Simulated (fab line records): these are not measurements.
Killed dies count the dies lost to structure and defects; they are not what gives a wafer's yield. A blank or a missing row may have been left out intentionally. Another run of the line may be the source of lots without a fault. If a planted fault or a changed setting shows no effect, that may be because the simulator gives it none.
The same fault as seen by 2 desks ; flow n5 finfet ; what lay behind the numbers comes last; until then each desk has only its own

## THE TOOL OWNER'S DESK: krf scanner-02
The tool's own readings at N5_BEOL_M15_EXPOSE_25 (exposes mask M15, target cd 400 nm): means of the sampled wafers that have a number, for each lot that ran on this tool. The brackets show how far a lot's mean lies from the usual mean; more than 4 standard deviations puts the lot out of limits, marked OUT.
Columns: A = exposure dose mJ cm2 at N5_BEOL_M15_EXPOSE_25, usual 35.47
lot;first seen here;A
L233;day 13 10:40;35.52
L232;day 13 11:59;35.45
L243;day 15 03:31;35.50
L244;day 16 12:40;34.47 (-27) OUT
L250;day 17 21:26;34.65 (-22) OUT
This desk's finding: out of limits on L244, L250; first on L244, day 16 12:40 (exposure dose mJ cm2 at N5_BEOL_M15_EXPOSE_25). L233, L232, L243: within limits.

## THE METROLOGY DESK
Lot by lot, what the gauges showed, no matter which tool ran the lot: averages of those sampled wafers that carry a number. The brackets show how far a lot's mean lies from the usual mean; more than 4 standard deviations puts the lot out of limits, marked OUT.
Columns: A = V14_OVL at N5_BEOL_M15_OVL_MEAS_11, usual 0 nm
lot;first seen here;A
L233;day 13 09:25;-6
L232;day 13 10:30;-6
L237;day 14 12:12;-1
L243;day 15 02:12;-5
L240;day 15 02:36;6
L241;day 15 08:13;-0
L244;day 16 10:47;-1
L250;day 17 20:03;10
L253;day 18 00:38;6
L252;day 18 05:52;-2
L254;day 18 08:33;1
This desk's finding: nothing out of limits on any of the 11 lots.

## BROUGHT TOGETHER
At day 16 12:40, on L244, L250, the tool owner's desk was in a position to raise an alarm.
Nothing out of limits was seen by the metrology desk.
The metrology desk holds a record of L244, L250, inside its limits.
On krf scanner-02, each named lot ran N5_BEOL_M15_EXPOSE_25.

## WHAT THE SIMULATOR PUT IN
Drift in process parameters on krf scanner-02 at N5_BEOL_M15_EXPOSE_25, starting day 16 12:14. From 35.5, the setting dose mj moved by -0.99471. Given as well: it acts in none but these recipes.
Lots struck among those shown: L244, L250.
Each desk's first reading out of limits, in hours after the fault started: the tool owner's desk, 0.
